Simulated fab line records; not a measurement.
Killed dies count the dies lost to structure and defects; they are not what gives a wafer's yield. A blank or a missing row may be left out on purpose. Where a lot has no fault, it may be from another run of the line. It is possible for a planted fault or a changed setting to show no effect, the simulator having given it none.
Which tool did it? | flow n5-finfet | Sampling: 10 lots, 25 wafers, 3 of 1938 route steps

WHAT THE GAUGES SHOWED, per wafer
N5_FIN_CUT_INSPECT_10: inspects for defects (brightfield).
lot  | measured    | on                | raw-defect-count
L740 | day 2 04:16 | defect-inspect-02 | 38 27
L741 | day 2 09:55 | defect-inspect-01 | 41 52
L742 | day 2 16:00 | defect-inspect-02 | 61 57
L744 | day 3 04:59 | defect-inspect-01 | 56 31 38
L747 | day 3 21:09 | defect-inspect-02 | 51 54 41
L748 | day 4 02:08 | defect-inspect-01 | 53 47 65
L749 | day 4 10:49 | defect-inspect-02 | 48 60
L755 | day 6 00:03 | defect-inspect-02 | 300 306 284
L760 | day 7 02:16 | defect-inspect-01 | 59 42 33
L762 | day 7 14:10 | defect-inspect-01 | 42 52

EACH LOT AND THE TOOL THAT RAN IT (in order: tool; ch and the chambers of the sampled wafers; start)
lot  | N5_FIN_SAQP_RECESS_63             | N5_FIN_SAQP_STRIP_77
L740 | vapor-etch-01 ch 0,1, day 2 01:49 | rie-diel-04 ch 0,3, day 2 03:18
L741 | vapor-etch-01 ch 0,1, day 2 07:26 | rie-diel-04 ch 1, day 2 08:57
L742 | vapor-etch-02 ch 0,1, day 2 12:38 | rie-diel-05 ch 3, day 2 15:02
L744 | vapor-etch-02 ch 0,1, day 3 01:50 | rie-diel-03 ch 0,2, day 3 04:01
L747 | vapor-etch-01 ch 0,1, day 3 18:43 | rie-diel-03 ch 1,2,3, day 3 20:18
L748 | vapor-etch-01 ch 0,1, day 3 23:46 | rie-diel-03 ch 0,1,3, day 4 01:11
L749 | vapor-etch-01 ch 0,1, day 4 08:21 | rie-diel-05 ch 2,3, day 4 09:59
L755 | vapor-etch-02 ch 0,1, day 5 21:55 | rie-diel-05 ch 2,3, day 5 23:13
L760 | vapor-etch-01 ch 1, day 6 23:55   | rie-diel-03 ch 0,1,3, day 7 01:26
L762 | vapor-etch-01 ch 0,1, day 7 12:02 | rie-diel-03 ch 0,1, day 7 13:15
- N5_FIN_SAQP_RECESS_63: chemistry HF/NH3, target SiO2, target depth 18 nm, afs cycles 3, sublimation time 60 s.
- N5_FIN_SAQP_STRIP_77: strips in N2/H2, time 90 s.

THE ANSWER, worked out from the rows above alone
Rule: the usual values come from the lots themselves. The widest of any qualifying gaps counts: lots, ordered by their means at a reading, are off when they make up no more than a third of the lots, leave a main group of 4 or more, and stand apart from it by 3 or more times the standard deviation of that group's means. The tables above print the reading to a certain number of digits; a main group whose means all agree to those digits is not used. A lot without any number at a reading at which 4 lots or more have one is off too. Where the step has rows for the other lots, those lots are counted as sound.
Off: L755, at N5_FIN_CUT_INSPECT_10 (raw-defect-count). For the main group the mean is 48 and the standard deviation 7.5.
A tool fits if, at a process step before that reading, it ran every lot that is off, and no sound lot after the first of them. Gauges at N5_FIN_CUT_INSPECT_10: tried the same way as those tools. Can't be told from this: 3 tools fit, vapor-etch-02 at N5_FIN_SAQP_RECESS_63, rie-diel-05 at N5_FIN_SAQP_STRIP_77, defect-inspect-02 at N5_FIN_CUT_INSPECT_10.

WHAT WAS PUT IN BY THE SIMULATOR
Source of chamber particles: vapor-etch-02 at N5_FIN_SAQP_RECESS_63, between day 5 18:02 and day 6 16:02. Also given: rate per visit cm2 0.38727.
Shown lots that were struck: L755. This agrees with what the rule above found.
